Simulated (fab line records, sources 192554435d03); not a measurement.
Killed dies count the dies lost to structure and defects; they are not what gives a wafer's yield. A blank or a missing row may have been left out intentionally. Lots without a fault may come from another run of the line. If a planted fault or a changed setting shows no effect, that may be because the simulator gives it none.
Which tool was responsible? / flow n5 finfet / 30 wafers sampled from 11 lots at 1 step of a route of 1938

WHAT THE GAUGES READ, wafer by wafer
N5_ILD0_THK_MEAS_04.
lot=L602; measured=day 4 01:42; on=film metro-01; thk nm (nm)=198.3 199.3 199.0
lot=L603; measured=day 4 07:11; on=film metro-01; thk nm (nm)=197.7 196.0 197.3
lot=L604; measured=day 4 13:04; on=film metro-02; thk nm (nm)=198.3 196.7 197.0
lot=L605; measured=day 4 18:37; on=film metro-01; thk nm (nm)=198.2 198.6 196.9
lot=L606; measured=day 5 06:45; on=film metro-01; thk nm (nm)=198.2 198.3 199.5
lot=L614; measured=day 7 00:24; on=film metro-01; thk nm (nm)=198.1 197.2
lot=L615; measured=day 7 10:35; on=film metro-02; thk nm (nm)=196.3 196.3
lot=L616; measured=day 7 14:32; on=film metro-02; thk nm (nm)=198.1 198.2
lot=L617; measured=day 7 18:34; on=film metro-02; thk nm (nm)=199.4 199.2 199.8
lot=L618; measured=day 8 00:28; on=film metro-02; thk nm (nm)=197.0 198.5 197.6
lot=L622; measured=day 9 02:02; on=film metro-01; thk nm (nm)=197.1 196.4 197.6

WHAT TOOL EACH LOT RAN ON (gives the tool, then ch and the chambers of the sampled wafers, and finally the start)
There is no process step in the record ahead of these readings.

THE ANSWER, worked out from the rows above alone
Rule: what is usual is taken from the lots themselves. Put in order of their means at a reading, lots are off if they are a third of the lots or fewer, leave a main group of 4 or more, and stand apart from it by a gap of 3 or more times the standard deviation of the main group's means; of several such gaps the widest counts. Not used: any main group whose means are identical at the precision the tables above print for the reading. A lot without any number at a reading at which 4 lots or more have one is off too. The other lots that the step has rows for count as sound.
No lot is off at any reading shown: from this, nothing can be told.

WHAT WAS PUT IN BY THE SIMULATOR
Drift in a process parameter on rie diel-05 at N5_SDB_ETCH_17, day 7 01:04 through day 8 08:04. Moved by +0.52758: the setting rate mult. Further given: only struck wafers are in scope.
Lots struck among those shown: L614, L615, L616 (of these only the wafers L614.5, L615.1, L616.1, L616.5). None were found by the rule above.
